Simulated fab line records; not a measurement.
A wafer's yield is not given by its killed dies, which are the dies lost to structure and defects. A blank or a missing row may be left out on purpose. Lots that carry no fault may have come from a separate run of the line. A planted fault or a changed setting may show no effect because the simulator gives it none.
What tool caused it? + flow nand harc + 12 lots with 36 wafers sampled at 6 steps, on a route of 1159 steps

## WHAT EACH GAUGE READ, for each wafer
NHARC_P_START_INSPECT_01. Usual: raw defect count reads 3.5 (standard deviation 2.1).
| lot  | measured    | on                | raw defect count | flag |
|------|-------------|-------------------|------------------|------|
| L414 | day 1 12:03 | defect inspect-01 | 7 4 2            |      |
| L415 | day 1 18:02 | defect inspect-01 | 2 3 0            |      |
| L417 | day 2 06:02 | defect inspect-02 | 7 2 4            |      |
| L419 | day 2 18:02 | defect inspect-02 | 6 3 6            |      |
| L421 | day 3 06:02 | defect inspect-02 | 1 3 3            |      |
| L430 | day 5 12:02 | defect inspect-01 | 2 2 7            |      |
| L431 | day 5 18:02 | defect inspect-02 | 2 1 6            |      |
| L432 | day 6 00:02 | defect inspect-02 | 4 2 4            |      |
| L433 | day 6 06:02 | defect inspect-02 | 1 1 4            |      |
| L435 | day 6 18:02 | defect inspect-02 | 4 4 1            |      |
| L436 | day 7 00:02 | defect inspect-02 | 3 5 2            |      |
| L437 | day 7 06:02 | defect inspect-02 | 2 2 5            |      |

NHARC_P_ZERO_WELL_CD_MEAS_52: the cd target is 2000 nm. Usual: cd nm reads 2000.0 nm (standard deviation 1.8).
| lot  | measured    | on        | cd nm (nm)           | flag |
|------|-------------|-----------|----------------------|------|
| L414 | day 1 17:47 | cd sem-03 | 1998.8 1999.1 1997.8 |      |
| L415 | day 1 23:22 | cd sem-01 | 1998.9 1999.4 2000.0 |      |
| L417 | day 2 11:55 | cd sem-02 | 2001.5 2003.1 2001.2 |      |
| L419 | day 2 23:50 | cd sem-03 | 1712.3 1711.4 1710.2 | OFF  |
| L421 | day 3 11:44 | cd sem-01 | 1998.1 2001.2 1997.7 |      |
| L430 | day 5 17:46 | cd sem-03 | 2003.2 2003.4 2001.6 |      |
| L431 | day 5 23:58 | cd sem-03 | 2002.7 2000.8 1998.9 |      |
| L432 | day 6 05:52 | cd sem-02 | 1999.8 2004.4 1999.9 |      |
| L433 | day 6 11:44 | cd sem-01 | 2000.0 2000.6 2000.8 |      |
| L435 | day 6 23:54 | cd sem-02 | 1998.9 2000.3 1996.5 |      |
| L436 | day 7 05:51 | cd sem-03 | 2003.2 2000.5 2002.9 |      |
| L437 | day 7 11:30 | cd sem-01 | 2002.2 1998.0 1998.6 |      |

NHARC_END_SORT_01. Usual: killed at array 28, standard deviation 10; killed at other 0.5, standard deviation 0.82; killed at periphery 3.4, standard deviation 2.2; killed dies 31, standard deviation 10; killed open 3.4, standard deviation 1.9; killed short 1.9, standard deviation 1.3.
| lot  | measured     | on        | killed at array | killed at other | killed at periphery | killed dies | killed open | killed short | flag |
|------|--------------|-----------|-----------------|-----------------|---------------------|-------------|-------------|--------------|------|
| L419 | day 21 00:33 | prober-01 | 23 27 30        | 0 0 0           | 129 112 113         | 152 139 143 | 3 5 4       | 2 1 2        | OFF  |

## WHICH TOOL RAN EACH LOT (tool, then ch and the chambers of the sampled wafers, then the start)
| lot  | NHARC_P_ZERO_WELL_EXPOSE_49      | NHARC_P_STI_ETCH_42               | NHARC_P_STI_ETCH_31                         |
|------|----------------------------------|-----------------------------------|---------------------------------------------|
| L414 | krf scanner-02 ch 0, day 1 17:38 | rie diel-09 ch 1,2,3, day 2 08:02 | rie diel-09 ch 1,2,3, no start              |
| L415 | krf scanner-02 ch 0, day 1 23:13 | rie diel-13 ch 0,2,3, day 2 17:20 | rie diel-13 ch 0,3, no start                |
| L417 | krf scanner-02 ch 0, day 2 11:46 | rie diel-09 ch 0,1,2, day 3 02:16 | rie diel-09 ch 0,1,2, no start              |
| L419 | krf scanner-03 ch 0, day 2 23:40 | rie diel-09 ch 1,2,3, day 3 17:29 | rie diel-09 ch 0,3, day 21 00:33 or earlier |
| L421 | krf scanner-02 ch 0, day 3 11:35 | rie diel-13 ch 1,2,3, day 4 06:28 | rie diel-13 ch 1,2,3, no start              |
| L430 | krf scanner-02 ch 0, day 5 17:37 | rie diel-09 ch 0,2,3, day 6 09:01 | rie diel-09 ch 1,2, no start                |
| L431 | krf scanner-03 ch 0, day 5 23:48 | rie diel-03 ch 0,1,2, day 6 18:07 | rie diel-03 ch 0,1,2, no start              |
| L432 | krf scanner-02 ch 0, day 6 05:43 | rie diel-13 ch 0,1,2, day 7 00:12 | rie diel-13 ch 1,2, no start                |
| L433 | krf scanner-03 ch 0, day 6 11:35 | rie diel-13 ch 0,1,3, day 7 05:13 | rie diel-13 ch 0,2,3, no start              |
| L435 | krf scanner-01 ch 0, day 6 23:44 | rie diel-09 ch 0,1,3, day 7 17:31 | rie diel-09 ch 1,2,3, no start              |
| L436 | krf scanner-03 ch 0, day 7 05:41 | rie diel-09 ch 0,2,3, day 8 00:03 | rie diel-09 ch 0,2,3, no start              |
| L437 | krf scanner-02 ch 0, day 7 11:20 | rie diel-09 ch 0,1,3, day 8 06:51 | rie diel-09 ch 0,2,3, no start              |
- NHARC_P_ZERO_WELL_EXPOSE_49: exposes mask P HVPW, target cd 2000 nm.
- NHARC_P_STI_ETCH_42: etches the open film in N2/H2, target depth 80 nm, overetch 24 nm, time 61 s.
- NHARC_P_STI_ETCH_31: etches the open film in CF4/CHF3, target depth 108.9 nm, time 54.5 s.

## AS READ BY THE TOOLS THEMSELVES (means over the sampled wafers that have a number; for cases with no such wafer, the mark the record gives instead)
NHARC_P_STI_ETCH_42. Usual: drypump motor current A 5.5 A, standard deviation 0.43; oes product au 1.005 a.u., standard deviation 0.0098; rf vpp V 430.0 V, standard deviation 2.5; showerhead plenum p Torr 2.02 Torr, standard deviation 0.084; throttle valve pct 14.173 %, standard deviation 0.0091.
| lot  | tool        | drypump motor current A (A) | oes product au (a.u.) | rf vpp V (V) | showerhead plenum p Torr (Torr) | throttle valve pct (%) | flag |
|------|-------------|-----------------------------|-----------------------|--------------|---------------------------------|------------------------|------|
| L414 | rie diel-09 | 5.3                         | 1.004                 | 428.1        | 1.94                            | 14.163                 |      |
| L415 | rie diel-13 | 5.4                         | 1.007                 | 431.3        | 2.10                            | 14.178                 |      |
| L417 | rie diel-09 | 5.6                         | 1.007                 | 428.1        | 1.96                            | 14.168                 |      |
| L419 | rie diel-09 | 5.3                         | 0.998                 | 429.1        | 1.94                            | 14.176                 |      |
| L421 | rie diel-13 | 5.7                         | 1.003                 | 431.8        | 2.08                            | 14.171                 |      |
| L430 | rie diel-09 | 5.6                         | 1.009                 | 428.5        | 1.97                            | 14.166                 |      |
| L431 | rie diel-03 | 5.6                         | 0.994                 | 428.6        | 2.00                            | 14.170                 |      |
| L432 | rie diel-13 | 5.4                         | 1.004                 | 432.8        | 2.12                            | 14.175                 |      |
| L433 | rie diel-13 | 5.5                         | 1.017                 | 432.0        | 2.09                            | 14.168                 |      |
| L435 | rie diel-09 | 5.3                         | 1.008                 | 427.8        | 1.95                            | 14.163                 |      |
| L436 | rie diel-09 | 5.6                         | 1.002                 | 428.9        | 1.97                            | 14.160                 |      |
| L437 | rie diel-09 | 5.3                         | 1.001                 | 428.4        | 1.95                            | 14.177                 |      |

NHARC_P_STI_ETCH_31. Usual: drypump motor current A 5.5 A, standard deviation 0.43; oes product au 0.965 a.u., standard deviation 0.02; rf vpp V 370.1 V, standard deviation 2.2; showerhead plenum p Torr 1.56 Torr, standard deviation 0.059; throttle valve pct 16.802 %, standard deviation 0.0085.
| lot  | tool        | drypump motor current A (A) | oes product au (a.u.) | rf vpp V (V) | showerhead plenum p Torr (Torr) | throttle valve pct (%) | flag |
|------|-------------|-----------------------------|-----------------------|--------------|---------------------------------|------------------------|------|
| L414 | rie diel-09 | 5.3                         | 0.920                 | 367.8        | 1.50                            | 16.793                 |      |
| L415 | rie diel-13 | 5.6                         | 0.975                 | 371.5        | 1.59                            | 16.802                 |      |
| L417 | rie diel-09 | 5.6                         | 0.967                 | 368.8        | 1.52                            | 16.802                 |      |
| L419 | rie diel-09 | 5.2                         | 0.953                 | 368.7        | 1.51                            | 16.810                 |      |
| L421 | rie diel-13 | 5.7                         | 0.921                 | 371.0        | 1.60                            | 16.812                 |      |
| L430 | rie diel-09 | 5.6                         | 0.968                 | 367.9        | 1.51                            | 16.809                 |      |
| L431 | rie diel-03 | 5.6                         | 0.968                 | 369.3        | 1.55                            | 16.807                 |      |
| L432 | rie diel-13 | 5.7                         | 0.965                 | 371.1        | 1.62                            | 16.808                 |      |
| L433 | rie diel-13 | 5.4                         | 0.970                 | 371.4        | 1.61                            | 16.802                 |      |
| L435 | rie diel-09 | 5.3                         | 0.925                 | 368.7        | 1.50                            | 16.795                 |      |
| L436 | rie diel-09 | 5.6                         | 0.969                 | 369.5        | 1.52                            | 16.799                 |      |
| L437 | rie diel-09 | 5.6                         | 0.974                 | 368.2        | 1.52                            | 16.809                 |      |

## THE ANSWER, worked out from the rows above alone
Rule: a lot counts as off when the mean over its wafers that have a number is more than 3 standard deviations away from the usual mean. Also off: a lot with no number at a reading for which 4 or more lots have one. All remaining lots with rows at the step are treated as sound. Order of review: gauges by route order, followed by the tools' own readings, for which a lot's mean as printed above is used. At the first step where some lot is off, the reading lying furthest off is the one used; lots without a number count as furthest.
Off: L419 (NHARC_P_ZERO_WELL_CD_MEAS_52, cd nm).
If a tool, at a process step before that reading, ran all the lots that are off and no sound lot after the first of them, it fits. The gauges at NHARC_P_ZERO_WELL_CD_MEAS_52 aren't tried: what is off there is off at NHARC_END_SORT_01 too, on other tools, and a gauge's error can't cause that. Of those tried, none fits.

## WHAT WAS PUT IN BY THE SIMULATOR
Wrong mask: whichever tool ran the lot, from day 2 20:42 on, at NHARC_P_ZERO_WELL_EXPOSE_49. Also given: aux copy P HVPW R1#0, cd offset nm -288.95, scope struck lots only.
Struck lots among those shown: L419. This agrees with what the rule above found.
